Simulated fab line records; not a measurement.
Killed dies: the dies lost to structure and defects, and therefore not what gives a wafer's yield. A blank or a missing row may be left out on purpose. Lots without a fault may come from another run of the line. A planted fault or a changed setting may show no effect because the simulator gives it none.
A struck lot beside a sound one	flow nand harc	14 out of 1159 route steps
Sound: these wafers, L281.2, L281.4, L281.5. Wafers L272.3, L272.4, L272.5 were the ones struck. At the end, the cause is stated.
Each step with rows lists, per side, the tool, then ch with its chambers, then its first start. Under that, the readings that differ: sound wafers	struck wafers	difference of the means	sigmas: that difference in standard deviations of wafers without a fault.
alike: readings whose means differ by less than 2 such deviations, and words and numbers that are the same on both sides. not compared: withheld readings, readings that some wafer has no value for, bounds like >300 that may hide the same value, and numbers for which the record gives no deviation and whose values overlap.
Wherever a step has rows on one side only, a row that says differs or no value, or a row with sigmas, the two part there. When numbers do not overlap yet have no deviation, they are printed without sigmas and do not part them. A reading that every wafer of one side lacks parts them only if that side has two wafers or more.

first, 1 step without rows for these wafers: NHARC_P_ZERO_WELL_HARDBAKE_25 (time 80 s).
NHARC_P_ZERO_WELL_DESCUM_26: chemistry O2, time 3 s.
  sound on rie diel-07 ch 1,2,3, day 6 02:46; struck on rie diel-07 ch 0,1, day 3 20:39
  alike: drypump motor current A, oes product au, rf vpp V, showerhead plenum p Torr, throttle valve pct
  not compared: rf hours counter h
then, 10 steps without rows for these wafers: NHARC_P_ZERO_WELL_IMPLANT_27; NHARC_P_ZERO_WELL_IMPLANT_57; NHARC_P_ZERO_WELL_IMPLANT_58; NHARC_P_ZERO_WELL_STRIP_28 (strips in SPM, time 840 s); NHARC_P_ZERO_WELL_DEHYDRATE_29 (time 120 s); NHARC_P_ZERO_WELL_HMDS_30 (time 30 s); NHARC_P_ZERO_WELL_COAT_31; NHARC_P_ZERO_WELL_SOFTBAKE_32 (time 95 s); NHARC_P_ZERO_WELL_EBR_33; NHARC_P_ZERO_WELL_EXPOSE_34 (exposes mask P PWELL, target cd 720 nm).
NHARC_P_ZERO_WELL_PEB_35: peb time 85 s.
  struck on litho track-03, day 3 21:55; sound on litho track-03 ch 0, day 6 04:00
  no value came back on the struck wafers for chill plate temp C (C), exhaust pa (Pa), peb time s (s), resist line temp C (C); on the sound wafers chill plate temp C (C) reads 22.83 22.93 23.02
then, 1 step without rows for these wafers: NHARC_P_ZERO_WELL_DEVELOP_36 (time 70 s).

== WHERE THEY PART ==
At NHARC_P_ZERO_WELL_PEB_35 and nowhere else, as far as this record goes.

WHY: what had been put in by the simulator
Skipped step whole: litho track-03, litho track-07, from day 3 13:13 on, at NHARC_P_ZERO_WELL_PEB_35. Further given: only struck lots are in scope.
